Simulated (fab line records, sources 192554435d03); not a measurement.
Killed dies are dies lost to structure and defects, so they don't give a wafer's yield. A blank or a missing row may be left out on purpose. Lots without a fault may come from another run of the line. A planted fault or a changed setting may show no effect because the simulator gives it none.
Which tool did it? | flow n5_finfet | 11 lots, 30 wafers sampled, at 1 step of a route of 1938

WHAT THE GAUGES READ, wafer by wafer
N5_BEOL_M4_RC_MEAS_101.
lot  | measured     | on        | DIBL_N (mV/V)
L603 | day 8 01:12  | prober-02 | 35.0 34.3 33.8
L609 | day 10 02:07 | prober-02 | 34.2 29.9 35.6
L610 | day 10 07:01 | prober-02 | 40.5 36.6 38.3
L611 | day 10 11:17 | prober-02 | 37.8 32.0 40.5
L617 | day 12 08:26 | prober-02 | 36.4 36.7 33.9
L618 | day 12 16:28 | prober-02 | 36.8 38.3
L619 | day 12 21:07 | prober-02 | 35.0 40.5
L621 | day 12 22:52 | prober-01 | 36.1 34.7 37.6
L622 | day 13 01:31 | prober-01 | 37.0 37.9
L620 | day 13 01:37 | prober-02 | 32.2 35.6 36.5
L624 | day 14 09:05 | prober-01 | 34.2 36.0 32.6

WHICH TOOL RAN EACH LOT (tool, then ch and the chambers of the sampled wafers, then the start)
The record holds no process step before these readings.

THE ANSWER, worked out from the rows above alone
Rule: what is usual is taken from the lots themselves. Put in order of their means at a reading, lots are off if they are a third of the lots or fewer, leave a main group of 4 or more, and stand apart from it by a gap of 3 or more times the standard deviation of the main group's means; of several such gaps the widest counts. A main group whose means are all the same, to the digits that the tables above print for the reading, isn't used. A lot without any number at a reading at which 4 lots or more have one is off too. The other lots that the step has rows for count as sound.
No lot is off at any reading shown: from this, nothing can be told.

WHAT THE SIMULATOR HAD PUT IN
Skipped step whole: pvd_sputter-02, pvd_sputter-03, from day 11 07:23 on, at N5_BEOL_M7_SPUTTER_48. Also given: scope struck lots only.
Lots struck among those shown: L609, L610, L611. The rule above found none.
